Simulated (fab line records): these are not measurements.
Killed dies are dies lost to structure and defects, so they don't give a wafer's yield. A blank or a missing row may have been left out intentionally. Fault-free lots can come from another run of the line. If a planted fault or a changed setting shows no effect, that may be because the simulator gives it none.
fab line records / flow n5-finfet
[record] lots = 6 wafers = 18 last-day = 17
route steps=1938 shown BEOL_M13@1701
lots untouched by any fault: they come from a run of this same line in which no faults occurred
start-h: start of the lot's first displayed wafer, in hours after the record's first day / wait-h: hours since the lot's step before / " same as the row above / L1.1+2: several wafers, shown together as one row / - either no value or no given start / * or withheld: withheld / < > ~ a bound
route shown NAME@n: a module of which the file shows steps, and the number in the route of the first / usual: mean/standard deviation of fault-free wafers / same: alike in all rows / chamber/n: place in a boat / sites: per-site readings / _std_site: the values' standard deviation / _edge_site: outer sites' mean less inner sites' / radius-mm: how far each site lies from the wafer's centre / mask NAME#n: copy n / behind: the tool/chamber that last shaped the wafer / hold: the reason the lot was held/the length of the hold in hours/how it ended / device: whichever transistor did not switch (one of n, p or np) / end of line: tests of these same wafers at the route's end / for a step that has no rows: nothing shown but its recipe / killed: count of dies lost to structure and defects at first sort (not the wafer's yield) / map: per-die view of a wafer (x killed, . not killed, _ where there is no die)
set.NAME: the run value of the setting; set.NAME@STEP: its run value at that earlier step / model.NAME: the simulator's own value behind a step, which no gauge read
lots seen at some steps along the route; tables by step, rows by wafer
services: from which hour (start-h, from the record's first day; less than 0 if before it) a tool's chamber was out of use, for how many hours, and why
[[steps]]
[step N5_BEOL_M13_PRECLEAN_39]
[recipe] chemistry = residue-remover time-s = 60 temp-c = 40
[step N5_BEOL_M13_SRD_40]
[recipe] time-s = 30 temp-c = 23 rinse-liquid = diw dry = n2-spin spin-rpm = 1500 dry-time-s = 30
[step N5_BEOL_M13_DEGAS_41]
[recipe] ambient = vacuum temp-c = 250 time-s = 60
[usual] heater-power-w = 327/27
[same] time-s = 60
lot.wafer=L220.1 tool=pvd-sputter-02 chamber=- start-h=239.62 wait-h=0.3 heater-power-w=319
lot.wafer=L220.3 tool=pvd-sputter-02 chamber=- start-h=239.62 wait-h=0.3 heater-power-w=334
lot.wafer=L220.5 tool=pvd-sputter-02 chamber=- start-h=239.62 wait-h=0.3 heater-power-w=349
lot.wafer=L232.2 tool=pvd-sputter-03 chamber=- start-h=316.82 wait-h=0.4 heater-power-w=275
lot.wafer=L232.3 tool=pvd-sputter-03 chamber=- start-h=316.82 wait-h=0.4 heater-power-w=328
lot.wafer=L232.5 tool=pvd-sputter-03 chamber=- start-h=316.82 wait-h=0.4 heater-power-w=338
lot.wafer=L233.2 tool=pvd-sputter-01 chamber=- start-h=327.95 wait-h=0.0 heater-power-w=386
lot.wafer=L233.4 tool=pvd-sputter-01 chamber=- start-h=327.95 wait-h=0.0 heater-power-w=378
lot.wafer=L233.5 tool=pvd-sputter-01 chamber=- start-h=327.95 wait-h=0.0 heater-power-w=363
lot.wafer=L235.1 tool=pvd-sputter-02 chamber=- start-h=338.37 wait-h=0.4 heater-power-w=346
lot.wafer=L235.3 tool=pvd-sputter-02 chamber=- start-h=338.37 wait-h=0.4 heater-power-w=311
lot.wafer=L235.4 tool=pvd-sputter-02 chamber=- start-h=338.37 wait-h=0.4 heater-power-w=324
lot.wafer=L241.1 tool=pvd-sputter-02 chamber=- start-h=376.97 wait-h=0.4 heater-power-w=286
lot.wafer=L241.2 tool=pvd-sputter-02 chamber=- start-h=376.97 wait-h=0.4 heater-power-w=323
lot.wafer=L241.4 tool=pvd-sputter-02 chamber=- start-h=376.97 wait-h=0.4 heater-power-w=318
lot.wafer=L242.3 tool=pvd-sputter-02 chamber=- start-h=380.15 wait-h=0.2 heater-power-w=337
lot.wafer=L242.4 tool=pvd-sputter-02 chamber=- start-h=380.15 wait-h=0.2 heater-power-w=285
lot.wafer=L242.5 tool=pvd-sputter-02 chamber=- start-h=380.15 wait-h=0.2 heater-power-w=336
[step N5_BEOL_M13_PRE_CLEAN_42]
[recipe] gas = H2/He time-s = 30 temp-c = 250
[usual] heater-power-w = 328/28
[same] time-s = 30
lot.wafer=L220.1 tool=pvd-sputter-02 chamber=- start-h=239.66 wait-h=0.0 heater-power-w=313
lot.wafer=L220.3 tool=pvd-sputter-02 chamber=- start-h=239.66 wait-h=0.0 heater-power-w=332
lot.wafer=L220.5 tool=pvd-sputter-02 chamber=- start-h=239.66 wait-h=0.0 heater-power-w=352
lot.wafer=L232.2 tool=pvd-sputter-03 chamber=- start-h=316.86 wait-h=0.0 heater-power-w=289
lot.wafer=L232.3 tool=pvd-sputter-03 chamber=- start-h=316.86 wait-h=0.0 heater-power-w=328
lot.wafer=L232.5 tool=pvd-sputter-03 chamber=- start-h=316.86 wait-h=0.0 heater-power-w=332
lot.wafer=L233.2 tool=pvd-sputter-01 chamber=- start-h=327.99 wait-h=0.0 heater-power-w=390
lot.wafer=L233.4 tool=pvd-sputter-01 chamber=- start-h=327.99 wait-h=0.0 heater-power-w=385
lot.wafer=L233.5 tool=pvd-sputter-01 chamber=- start-h=327.99 wait-h=0.0 heater-power-w=360
lot.wafer=L235.1 tool=pvd-sputter-02 chamber=- start-h=338.41 wait-h=0.0 heater-power-w=344
lot.wafer=L235.3 tool=pvd-sputter-02 chamber=- start-h=338.41 wait-h=0.0 heater-power-w=320
lot.wafer=L235.4 tool=pvd-sputter-02 chamber=- start-h=338.41 wait-h=0.0 heater-power-w=332
lot.wafer=L241.1 tool=pvd-sputter-02 chamber=- start-h=377.01 wait-h=0.0 heater-power-w=281
lot.wafer=L241.2 tool=pvd-sputter-02 chamber=- start-h=377.01 wait-h=0.0 heater-power-w=328
lot.wafer=L241.4 tool=pvd-sputter-02 chamber=- start-h=377.01 wait-h=0.0 heater-power-w=313
lot.wafer=L242.3 tool=pvd-sputter-02 chamber=- start-h=380.19 wait-h=0.0 heater-power-w=336
lot.wafer=L242.4 tool=pvd-sputter-02 chamber=- start-h=380.19 wait-h=0.0 heater-power-w=287
lot.wafer=L242.5 tool=pvd-sputter-02 chamber=- start-h=380.19 wait-h=0.0 heater-power-w=338
[step N5_BEOL_M13_SPUTTER_43]
[recipe] material = TaN target-thk-a = 150 temp-c = 50 bias-v = 168.6 power-w = 15000 chamber-pressure-pa = 0.12 time-s = 24.19
[step N5_BEOL_M13_SPUTTER_44]
[recipe] material = Ta target-thk-a = 100 temp-c = 50 bias-v = 80 power-w = 15000 chamber-pressure-pa = 0.07 time-s = 16.13
[usual] cathode-dc-power-W = 15000/3.1 throttle-valve-pct = 30.1/0.93
[same] time-s = 16.13
lot.wafer=L220.1 tool=pvd-sputter-02 chamber=- start-h=239.78 wait-h=0.0 cathode-dc-power-W=15001 throttle-valve-pct=31.0
lot.wafer=L220.3 tool=pvd-sputter-02 chamber=- start-h=239.78 wait-h=0.0 cathode-dc-power-W=15000 throttle-valve-pct=31.4
lot.wafer=L220.5 tool=pvd-sputter-02 chamber=- start-h=239.78 wait-h=0.0 cathode-dc-power-W=14999 throttle-valve-pct=29.4
lot.wafer=L232.2 tool=pvd-sputter-03 chamber=- start-h=316.98 wait-h=0.0 cathode-dc-power-W=14997 throttle-valve-pct=30.1
lot.wafer=L232.3 tool=pvd-sputter-03 chamber=- start-h=316.98 wait-h=0.0 cathode-dc-power-W=14994 throttle-valve-pct=29.7
lot.wafer=L232.5 tool=pvd-sputter-03 chamber=- start-h=316.98 wait-h=0.0 cathode-dc-power-W=14999 throttle-valve-pct=29.6
lot.wafer=L233.2 tool=pvd-sputter-01 chamber=- start-h=328.11 wait-h=0.0 cathode-dc-power-W=14995 throttle-valve-pct=31.6
lot.wafer=L233.4 tool=pvd-sputter-01 chamber=- start-h=328.11 wait-h=0.0 cathode-dc-power-W=14998 throttle-valve-pct=31.4
lot.wafer=L233.5 tool=pvd-sputter-01 chamber=- start-h=328.11 wait-h=0.0 cathode-dc-power-W=15003 throttle-valve-pct=29.0
lot.wafer=L235.1 tool=pvd-sputter-02 chamber=- start-h=338.53 wait-h=0.0 cathode-dc-power-W=15003 throttle-valve-pct=29.6
lot.wafer=L235.3 tool=pvd-sputter-02 chamber=- start-h=338.53 wait-h=0.0 cathode-dc-power-W=15000 throttle-valve-pct=31.0
lot.wafer=L235.4 tool=pvd-sputter-02 chamber=- start-h=338.53 wait-h=0.0 cathode-dc-power-W=15002 throttle-valve-pct=31.3
lot.wafer=L241.1 tool=pvd-sputter-02 chamber=- start-h=377.13 wait-h=0.0 cathode-dc-power-W=15003 throttle-valve-pct=30.4
lot.wafer=L241.2 tool=pvd-sputter-02 chamber=- start-h=377.13 wait-h=0.0 cathode-dc-power-W=15002 throttle-valve-pct=31.2
lot.wafer=L241.4 tool=pvd-sputter-02 chamber=- start-h=377.13 wait-h=0.0 cathode-dc-power-W=14997 throttle-valve-pct=31.0
lot.wafer=L242.3 tool=pvd-sputter-02 chamber=- start-h=380.31 wait-h=0.0 cathode-dc-power-W=14997 throttle-valve-pct=31.5
lot.wafer=L242.4 tool=pvd-sputter-02 chamber=- start-h=380.31 wait-h=0.0 cathode-dc-power-W=15001 throttle-valve-pct=30.2
lot.wafer=L242.5 tool=pvd-sputter-02 chamber=- start-h=380.31 wait-h=0.0 cathode-dc-power-W=15004 throttle-valve-pct=31.6
[step N5_BEOL_M13_SPUTTER_45]
[recipe] material = Cu target-thk-a = 800 temp-c = -20 bias-v = 60 power-w = 26000 chamber-pressure-pa = 0.13 time-s = 13.33
[usual] cathode-dc-power-W = 26000/4.7 throttle-valve-pct = 30.1/0.92
[same] time-s = 13.33
lot.wafer=L220.1 tool=pvd-sputter-02 chamber=- start-h=239.86 wait-h=0.0 cathode-dc-power-W=26000 throttle-valve-pct=31.0
lot.wafer=L220.3 tool=pvd-sputter-02 chamber=- start-h=239.86 wait-h=0.0 cathode-dc-power-W=26000 throttle-valve-pct=31.5
lot.wafer=L220.5 tool=pvd-sputter-02 chamber=- start-h=239.86 wait-h=0.0 cathode-dc-power-W=26007 throttle-valve-pct=29.4
lot.wafer=L232.2 tool=pvd-sputter-03 chamber=- start-h=317.06 wait-h=0.0 cathode-dc-power-W=26000 throttle-valve-pct=30.1
lot.wafer=L232.3 tool=pvd-sputter-03 chamber=- start-h=317.06 wait-h=0.0 cathode-dc-power-W=26001 throttle-valve-pct=29.6
lot.wafer=L232.5 tool=pvd-sputter-03 chamber=- start-h=317.06 wait-h=0.0 cathode-dc-power-W=25999 throttle-valve-pct=29.6
lot.wafer=L233.2 tool=pvd-sputter-01 chamber=- start-h=328.19 wait-h=0.0 cathode-dc-power-W=26008 throttle-valve-pct=31.5
lot.wafer=L233.4 tool=pvd-sputter-01 chamber=- start-h=328.19 wait-h=0.0 cathode-dc-power-W=26005 throttle-valve-pct=31.5
lot.wafer=L233.5 tool=pvd-sputter-01 chamber=- start-h=328.19 wait-h=0.0 cathode-dc-power-W=25995 throttle-valve-pct=29.3
lot.wafer=L235.1 tool=pvd-sputter-02 chamber=- start-h=338.61 wait-h=0.0 cathode-dc-power-W=26007 throttle-valve-pct=29.3
lot.wafer=L235.3 tool=pvd-sputter-02 chamber=- start-h=338.61 wait-h=0.0 cathode-dc-power-W=26004 throttle-valve-pct=31.1
lot.wafer=L235.4 tool=pvd-sputter-02 chamber=- start-h=338.61 wait-h=0.0 cathode-dc-power-W=26001 throttle-valve-pct=31.3
lot.wafer=L241.1 tool=pvd-sputter-02 chamber=- start-h=377.21 wait-h=0.0 cathode-dc-power-W=26000 throttle-valve-pct=30.6
lot.wafer=L241.2 tool=pvd-sputter-02 chamber=- start-h=377.21 wait-h=0.0 cathode-dc-power-W=26013 throttle-valve-pct=31.4
lot.wafer=L241.4 tool=pvd-sputter-02 chamber=- start-h=377.21 wait-h=0.0 cathode-dc-power-W=25998 throttle-valve-pct=31.1
lot.wafer=L242.3 tool=pvd-sputter-02 chamber=- start-h=380.39 wait-h=0.0 cathode-dc-power-W=26007 throttle-valve-pct=31.6
lot.wafer=L242.4 tool=pvd-sputter-02 chamber=- start-h=380.39 wait-h=0.0 cathode-dc-power-W=25995 throttle-valve-pct=30.3
lot.wafer=L242.5 tool=pvd-sputter-02 chamber=- start-h=380.39 wait-h=0.0 cathode-dc-power-W=26000 throttle-valve-pct=31.1
[step N5_BEOL_M13_ECD_47]
[recipe] material = Cu target-thk-a = 9360
[step N5_BEOL_M13_ANNEAL_48]
[recipe] temp-c = 225 time-s = 90 ambient = N2
[step N5_BEOL_M13_CMP_49]
[recipe] stop-on = SiOC t-overpolish-s = 17.1 down-force-psi = 1 platen-rpm = 50 clearing-platen-down-force-psi = 1.5 clearing-platen-rpm = 50 post-cmp-clean = cu-alkaline target-thk-nm = 420 clearing-platen-pad-velocity-m-s = 0.99484 pad-velocity-m-s = 0.99484
[usual] barrier-field-endpoint-s = 30.7/1.1 clearing-platen-rpm = 50.00/0.03 edge-zone-pressure-frac = 1.000/0.0052 motor-current-A = 6.2/0.42 overpolish-run-s = 17.099/0.0089
lot.wafer=L220.1 tool=cmp-04 chamber=1 start-h=240.44 wait-h=0.3 barrier-field-endpoint-s=33.5 clearing-platen-rpm=49.99 edge-zone-pressure-frac=0.998 motor-current-A=6.1 overpolish-run-s=17.103
lot.wafer=L220.3 tool=cmp-04 chamber=3 start-h=240.44 wait-h=0.3 barrier-field-endpoint-s=31.3 clearing-platen-rpm=50.02 edge-zone-pressure-frac=0.999 motor-current-A=5.7 overpolish-run-s=17.121
lot.wafer=L220.5 tool=cmp-04 chamber=2 start-h=240.44 wait-h=0.3 barrier-field-endpoint-s=30.0 clearing-platen-rpm=50.04 edge-zone-pressure-frac=0.999 motor-current-A=6.6 overpolish-run-s=17.096
lot.wafer=L232.2 tool=cmp-04 chamber=1 start-h=317.68 wait-h=0.2 barrier-field-endpoint-s=32.3 clearing-platen-rpm=50.04 edge-zone-pressure-frac=1.007 motor-current-A=6.4 overpolish-run-s=17.095
lot.wafer=L232.3 tool=cmp-04 chamber=0 start-h=317.68 wait-h=0.2 barrier-field-endpoint-s=29.9 clearing-platen-rpm=49.97 edge-zone-pressure-frac=1.002 motor-current-A=5.7 overpolish-run-s=17.114
lot.wafer=L232.5 tool=cmp-04 chamber=1 start-h=317.68 wait-h=0.2 barrier-field-endpoint-s=31.9 clearing-platen-rpm=50.00 edge-zone-pressure-frac=1.009 motor-current-A=6.4 overpolish-run-s=17.106
lot.wafer=L233.2 tool=cmp-03 chamber=3 start-h=328.85 wait-h=0.3 barrier-field-endpoint-s=30.7 clearing-platen-rpm=49.95 edge-zone-pressure-frac=1.001 motor-current-A=5.9 overpolish-run-s=17.092
lot.wafer=L233.4 tool=cmp-03 chamber=0 start-h=328.85 wait-h=0.3 barrier-field-endpoint-s=32.1 clearing-platen-rpm=50.03 edge-zone-pressure-frac=1.001 motor-current-A=5.8 overpolish-run-s=17.107
lot.wafer=L233.5 tool=cmp-03 chamber=1 start-h=328.85 wait-h=0.3 barrier-field-endpoint-s=31.1 clearing-platen-rpm=50.03 edge-zone-pressure-frac=0.997 motor-current-A=6.9 overpolish-run-s=17.084
lot.wafer=L235.3 tool=cmp-02 chamber=3 start-h=339.23 wait-h=0.2 barrier-field-endpoint-s=29.4 clearing-platen-rpm=50.00 edge-zone-pressure-frac=1.000 motor-current-A=6.1 overpolish-run-s=17.114
lot.wafer=L235.1 tool=cmp-02 chamber=0 start-h=339.23 wait-h=0.2 barrier-field-endpoint-s=29.0 clearing-platen-rpm=49.98 edge-zone-pressure-frac=1.004 motor-current-A=6.4 overpolish-run-s=17.077
lot.wafer=L235.4 tool=cmp-02 chamber=1 start-h=339.23 wait-h=0.2 barrier-field-endpoint-s=31.3 clearing-platen-rpm=50.01 edge-zone-pressure-frac=1.004 motor-current-A=6.3 overpolish-run-s=17.104
lot.wafer=L241.1 tool=cmp-04 chamber=2 start-h=377.79 wait-h=0.3 barrier-field-endpoint-s=29.7 clearing-platen-rpm=49.96 edge-zone-pressure-frac=0.997 motor-current-A=6.6 overpolish-run-s=17.104
lot.wafer=L241.2 tool=cmp-04 chamber=3 start-h=377.79 wait-h=0.3 barrier-field-endpoint-s=31.2 clearing-platen-rpm=49.98 edge-zone-pressure-frac=1.001 motor-current-A=5.9 overpolish-run-s=17.110
lot.wafer=L241.4 tool=cmp-04 chamber=0 start-h=377.79 wait-h=0.3 barrier-field-endpoint-s=29.3 clearing-platen-rpm=50.00 edge-zone-pressure-frac=1.002 motor-current-A=5.9 overpolish-run-s=17.114
lot.wafer=L242.4 tool=cmp-02 chamber=3 start-h=380.97 wait-h=0.1 barrier-field-endpoint-s=30.6 clearing-platen-rpm=50.02 edge-zone-pressure-frac=1.009 motor-current-A=6.3 overpolish-run-s=17.103
lot.wafer=L242.3 tool=cmp-02 chamber=0 start-h=380.97 wait-h=0.1 barrier-field-endpoint-s=30.3 clearing-platen-rpm=49.97 edge-zone-pressure-frac=1.012 motor-current-A=6.5 overpolish-run-s=17.090
lot.wafer=L242.5 tool=cmp-02 chamber=3 start-h=380.97 wait-h=0.1 barrier-field-endpoint-s=30.2 clearing-platen-rpm=50.04 edge-zone-pressure-frac=1.003 motor-current-A=5.9 overpolish-run-s=17.083
[step N5_BEOL_M13_THK_MEAS_50]
[recipe] thk-meas-gauge = xrf reads = Cu_of_BEOL_M13_ECD_47
[usual] M13_THK = 425/8.7
lot.wafer=L220.1 tool=film-metro-01 chamber=- start-h=240.74 wait-h=- M13_THK[nm]=430
lot.wafer=L220.3 tool=film-metro-01 chamber=- start-h=240.74 wait-h=- M13_THK[nm]=427
lot.wafer=L220.5 tool=film-metro-01 chamber=- start-h=240.74 wait-h=- M13_THK[nm]=423
lot.wafer=L232.2 tool=film-metro-01 chamber=- start-h=317.98 wait-h=- M13_THK[nm]=422
lot.wafer=L232.3 tool=film-metro-01 chamber=- start-h=317.98 wait-h=- M13_THK[nm]=417
lot.wafer=L232.5 tool=film-metro-01 chamber=- start-h=317.98 wait-h=- M13_THK[nm]=420
lot.wafer=L233.2 tool=film-metro-01 chamber=- start-h=329.07 wait-h=- M13_THK[nm]=429
lot.wafer=L233.4 tool=film-metro-01 chamber=- start-h=329.07 wait-h=- M13_THK[nm]=430
lot.wafer=L233.5 tool=film-metro-01 chamber=- start-h=329.07 wait-h=- M13_THK[nm]=429
lot.wafer=L235.1 tool=film-metro-01 chamber=- start-h=339.53 wait-h=- M13_THK[nm]=434
lot.wafer=L235.3 tool=film-metro-01 chamber=- start-h=339.53 wait-h=- M13_THK[nm]=430
lot.wafer=L235.4 tool=film-metro-01 chamber=- start-h=339.53 wait-h=- M13_THK[nm]=433
lot.wafer=L241.1 tool=film-metro-02 chamber=- start-h=378.08 wait-h=- M13_THK[nm]=422
lot.wafer=L241.2 tool=film-metro-02 chamber=- start-h=378.08 wait-h=- M13_THK[nm]=414
lot.wafer=L241.4 tool=film-metro-02 chamber=- start-h=378.08 wait-h=- M13_THK[nm]=421
lot.wafer=L242.3 tool=film-metro-02 chamber=- start-h=381.26 wait-h=- M13_THK[nm]=433
lot.wafer=L242.4 tool=film-metro-02 chamber=- start-h=381.26 wait-h=- M13_THK[nm]=414
lot.wafer=L242.5 tool=film-metro-02 chamber=- start-h=381.26 wait-h=- M13_THK[nm]=435
[step N5_BEOL_M13_PRE_CLEAN_52]
[recipe] gas = NH3 time-s = 15 temp-c = withheld rf-power-w = 300
[step N5_BEOL_M13_DEP_53]
[recipe] material = SiCN target-thk-a = 500 temp-c = withheld precursor = 3MS/NH3 pressure-torr = 3 rf-w = 675 time-s = 17.8
[usual] showerhead-plenum-p-Torr = 4.156/0.012 throttle-valve-pct = 18.5/1.2
lot.wafer=L220.1 tool=pecvd-02 chamber=0 start-h=240.80 wait-h=0.0 showerhead-plenum-p-Torr=4.180 throttle-valve-pct=20.8 model.SiCN_of_BEOL_M13_DEP_53.thk-nm=50.2
lot.wafer=L220.3 tool=pecvd-02 chamber=2 start-h=240.80 wait-h=0.0 showerhead-plenum-p-Torr=4.162 throttle-valve-pct=18.7 model.SiCN_of_BEOL_M13_DEP_53.thk-nm=50
lot.wafer=L220.5 tool=pecvd-02 chamber=1 start-h=240.80 wait-h=0.0 showerhead-plenum-p-Torr=4.146 throttle-valve-pct=18.4 model.SiCN_of_BEOL_M13_DEP_53.thk-nm=51.2
lot.wafer=L232.2 tool=pecvd-01 chamber=0 start-h=318.04 wait-h=0.0 showerhead-plenum-p-Torr=4.167 throttle-valve-pct=17.8 model.SiCN_of_BEOL_M13_DEP_53.thk-nm=51.2
lot.wafer=L232.3 tool=pecvd-01 chamber=1 start-h=318.04 wait-h=0.0 showerhead-plenum-p-Torr=4.165 throttle-valve-pct=16.8 model.SiCN_of_BEOL_M13_DEP_53.thk-nm=50.8
lot.wafer=L232.5 tool=pecvd-01 chamber=2 start-h=318.04 wait-h=0.0 showerhead-plenum-p-Torr=4.143 throttle-valve-pct=18.4 model.SiCN_of_BEOL_M13_DEP_53.thk-nm=51.8
lot.wafer=L233.2 tool=pecvd-01 chamber=1 start-h=329.13 wait-h=0.0 showerhead-plenum-p-Torr=4.164 throttle-valve-pct=16.8 model.SiCN_of_BEOL_M13_DEP_53.thk-nm=96
lot.wafer=L233.4 tool=pecvd-01 chamber=2 start-h=329.13 wait-h=0.0 showerhead-plenum-p-Torr=4.157 throttle-valve-pct=18.2 model.SiCN_of_BEOL_M13_DEP_53.thk-nm=97.4
lot.wafer=L233.5 tool=pecvd-01 chamber=0 start-h=329.13 wait-h=0.0 showerhead-plenum-p-Torr=4.148 throttle-valve-pct=17.8 model.SiCN_of_BEOL_M13_DEP_53.thk-nm=51.8
lot.wafer=L235.1 tool=pecvd-01 chamber=1 start-h=339.59 wait-h=0.0 showerhead-plenum-p-Torr=4.167 throttle-valve-pct=16.7 model.SiCN_of_BEOL_M13_DEP_53.thk-nm=49.8
lot.wafer=L235.3 tool=pecvd-01 chamber=0 start-h=339.59 wait-h=0.0 showerhead-plenum-p-Torr=4.150 throttle-valve-pct=17.6 model.SiCN_of_BEOL_M13_DEP_53.thk-nm=50.6
lot.wafer=L235.4 tool=pecvd-01 chamber=0 start-h=339.59 wait-h=0.0 showerhead-plenum-p-Torr=4.156 throttle-valve-pct=17.6 model.SiCN_of_BEOL_M13_DEP_53.thk-nm=98.4
lot.wafer=L241.1 tool=pecvd-02 chamber=0 start-h=378.15 wait-h=0.0 showerhead-plenum-p-Torr=4.171 throttle-valve-pct=20.5 model.SiCN_of_BEOL_M13_DEP_53.thk-nm=49.4
lot.wafer=L241.2 tool=pecvd-02 chamber=1 start-h=378.15 wait-h=0.0 showerhead-plenum-p-Torr=4.167 throttle-valve-pct=18.6 model.SiCN_of_BEOL_M13_DEP_53.thk-nm=50
lot.wafer=L241.4 tool=pecvd-02 chamber=2 start-h=378.15 wait-h=0.0 showerhead-plenum-p-Torr=4.167 throttle-valve-pct=18.8 model.SiCN_of_BEOL_M13_DEP_53.thk-nm=51
lot.wafer=L242.3 tool=pecvd-03 chamber=1 start-h=381.33 wait-h=0.0 showerhead-plenum-p-Torr=4.123 throttle-valve-pct=20.0 model.SiCN_of_BEOL_M13_DEP_53.thk-nm=49.4
lot.wafer=L242.4 tool=pecvd-03 chamber=1 start-h=381.33 wait-h=0.0 showerhead-plenum-p-Torr=4.148 throttle-valve-pct=20.4 model.SiCN_of_BEOL_M13_DEP_53.thk-nm=50.2
lot.wafer=L242.5 tool=pecvd-03 chamber=2 start-h=381.33 wait-h=0.0 showerhead-plenum-p-Torr=4.170 throttle-valve-pct=17.6 model.SiCN_of_BEOL_M13_DEP_53.thk-nm=51.2
[step N5_BEOL_M13_RS_MEAS_54]
[recipe] thk-meas-gauge = four-point-probe reads = Cu_of_BEOL_M13_ECD_47+Ta_of_BEOL_M13_SPUTTER_44+TaN_of_BEOL_M13_SPUTTER_43
[usual] M13_RS = 0.0448/0.00088
lot.wafer=L220.1 tool=film-metro-01 chamber=- start-h=240.87 wait-h=0.0 M13_RS[ohm/sq]=0.0443
lot.wafer=L220.3 tool=film-metro-01 chamber=- start-h=240.87 wait-h=0.0 M13_RS[ohm/sq]=0.0448
lot.wafer=L220.5 tool=film-metro-01 chamber=- start-h=240.87 wait-h=0.0 M13_RS[ohm/sq]=0.0452
lot.wafer=L232.2 tool=film-metro-01 chamber=- start-h=318.11 wait-h=0.1 M13_RS[ohm/sq]=0.0446
lot.wafer=L232.3 tool=film-metro-01 chamber=- start-h=318.11 wait-h=0.1 M13_RS[ohm/sq]=0.0453
lot.wafer=L232.5 tool=film-metro-01 chamber=- start-h=318.11 wait-h=0.1 M13_RS[ohm/sq]=0.0449
lot.wafer=L233.2 tool=film-metro-01 chamber=- start-h=329.19 wait-h=0.1 M13_RS[ohm/sq]=0.0442
lot.wafer=L233.4 tool=film-metro-01 chamber=- start-h=329.19 wait-h=0.1 M13_RS[ohm/sq]=0.0443
lot.wafer=L233.5 tool=film-metro-01 chamber=- start-h=329.19 wait-h=0.1 M13_RS[ohm/sq]=0.0440
lot.wafer=L235.1 tool=film-metro-01 chamber=- start-h=339.66 wait-h=0.0 M13_RS[ohm/sq]=0.0439
lot.wafer=L235.3 tool=film-metro-01 chamber=- start-h=339.66 wait-h=0.0 M13_RS[ohm/sq]=0.0442
lot.wafer=L235.4 tool=film-metro-01 chamber=- start-h=339.66 wait-h=0.0 M13_RS[ohm/sq]=0.0439
lot.wafer=L241.1 tool=film-metro-02 chamber=- start-h=378.21 wait-h=0.0 M13_RS[ohm/sq]=0.0448
lot.wafer=L241.2 tool=film-metro-02 chamber=- start-h=378.21 wait-h=0.0 M13_RS[ohm/sq]=0.0456
lot.wafer=L241.4 tool=film-metro-02 chamber=- start-h=378.21 wait-h=0.0 M13_RS[ohm/sq]=0.0450
lot.wafer=L242.3 tool=film-metro-02 chamber=- start-h=381.39 wait-h=0.1 M13_RS[ohm/sq]=0.0432
lot.wafer=L242.4 tool=film-metro-02 chamber=- start-h=381.39 wait-h=0.1 M13_RS[ohm/sq]=0.0452
lot.wafer=L242.5 tool=film-metro-02 chamber=- start-h=381.39 wait-h=0.1 M13_RS[ohm/sq]=0.0431
[[services]]
tool=pecvd-02 chamber=- start-h=217.23 hours=0.5 kind=repair
tool=pecvd-03 chamber=0 start-h=225.35 hours=14.4 kind=repair
tool=cmp-02 chamber=- start-h=230.18 hours=2.6 kind=repair
tool=cmp-04 chamber=- start-h=231.46 hours=1.4 kind=repair
tool=pecvd-03 chamber=1 start-h=237.13 hours=6.8 kind=repair
tool=pecvd-01 chamber=0 start-h=245.86 hours=8.9 kind=repair
tool=cmp-03 chamber=- start-h=246.74 hours=0.4 kind=repair
tool=cmp-02 chamber=- start-h=277.69 hours=4.0 kind=pm
tool=cmp-02 chamber=- start-h=281.69 hours=- kind=consumable-replace:conditioner
tool=cmp-02 chamber=- start-h=281.69 hours=- kind=consumable-replace:pad
tool=cmp-02 chamber=- start-h=286.86 hours=1.4 kind=repair
tool=cmp-04 chamber=- start-h=293.85 hours=7.3 kind=pm
tool=cmp-04 chamber=- start-h=306.09 hours=0.8 kind=repair
tool=cmp-04 chamber=- start-h=307.92 hours=2.7 kind=repair
tool=pecvd-02 chamber=- start-h=322.09 hours=5.5 kind=pm
tool=cmp-03 chamber=- start-h=322.94 hours=0.5 kind=repair
tool=cmp-02 chamber=- start-h=329.99 hours=1.7 kind=repair
tool=pecvd-02 chamber=- start-h=333.66 hours=1.2 kind=repair
tool=pecvd-01 chamber=1 start-h=349.13 hours=5.5 kind=scheduled-down
tool=cmp-04 chamber=- start-h=353.65 hours=5.0 kind=repair
tool=pecvd-03 chamber=0 start-h=359.27 hours=7.5 kind=repair
tool=pvd-sputter-03 chamber=- start-h=366.40 hours=10.0 kind=repair
tool=cmp-02 chamber=- start-h=375.05 hours=5.5 kind=repair
tool=pecvd-01 chamber=- start-h=375.46 hours=7.3 kind=repair
[[key]]
first-sign none at tools or gauges
[model-effect] step = N5_BEOL_M13_DEP_53 value = SiCN_of_BEOL_M13_DEP_53.thk-nm without = 50.87 struck = 97.27
met-at N5_BEOL_M13_DEP_53
struck-wafers L233.2,L233.4,L235.4
onset-between 318.04 329.13
[fault] kind = process-parameter-drift tool = pecvd-01 chamber = - onset-h = 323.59 steps = N5_BEOL_M13_DEP_53 channel = time-s offset = * shape = step end-h = 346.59 scope = struck-wafers-only acts-in = * stated = *
